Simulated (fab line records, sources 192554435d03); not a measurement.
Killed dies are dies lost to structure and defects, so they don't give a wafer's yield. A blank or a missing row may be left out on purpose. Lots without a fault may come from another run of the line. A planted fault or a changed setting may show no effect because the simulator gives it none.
Chamber matching | flow n5_finfet | N5_MOL_CONTACT_COAG_ETCH_15 on rie_diel-04: 4 sister chambers
The step etches SiNx in CH3F/O2, stops on Si:P, target depth 7 nm. 8 wafers are shown with their chamber, then 10 later ones without.

WAFERS WITH THEIR CHAMBER
wafer  | chamber | drypump_motor_current_A (A) | throttle_valve_pct (%)
L084.2 | 0       | 6.1                         | 16.33
L085.4 | 1       | 5.4                         | 16.12
L085.5 | 3       | 4.9                         | 16.39
L089.2 | 3       | 4.9                         | 16.40
L089.4 | 2       | 5.5                         | 15.99
L089.6 | 0       | 6.0                         | 16.32
L090.2 | 1       | 5.4                         | 16.15
L090.3 | 2       | 5.6                         | 16.01

WAFERS WITHOUT THEIR CHAMBER
wafer  | drypump_motor_current_A (A) | throttle_valve_pct (%)
L090.6 | 6.1                         | 16.35
L093.2 | 5.5                         | 16.00
L093.3 | 5.4                         | 16.16
L093.5 | 6.0                         | 16.35
L094.1 | 5.4                         | 16.18
L094.4 | 5.5                         | 16.01
L094.5 | 5.4                         | 16.18
L096.2 | 5.4                         | 16.18
L096.3 | 5.5                         | 16.04
L096.5 | 6.1                         | 16.36

WHICH CHAMBER EACH WENT THROUGH
wafer  | from the rows above | in truth
L090.6 | 0                   | 0
L093.2 | 2                   | 2
L093.3 | 1                   | 1
L093.5 | 0                   | 0
L094.1 | 1                   | 1
L094.4 | 2                   | 2
L094.5 | 1                   | 1
L096.2 | 1                   | 1
L096.3 | 2                   | 2
L096.5 | 0                   | 0
Placed correctly: 10 of 10. Can't be placed from these rows: 0. Placed wrongly: 0.
How it was worked out, from the rows above alone: a wafer's distance from a chamber is the root of the sum, over the readings, of the square of ((its reading less the chamber's mean) divided by the reading's scatter). The wafer belongs to the nearest chamber; if the next one is less than 2 further off, it can't be placed. A chamber's mean is the mean of its shown wafers. The scatter: the root of (the sum of the squares of (reading less its chamber's mean) over the shown wafers, divided by (wafers less chambers)).
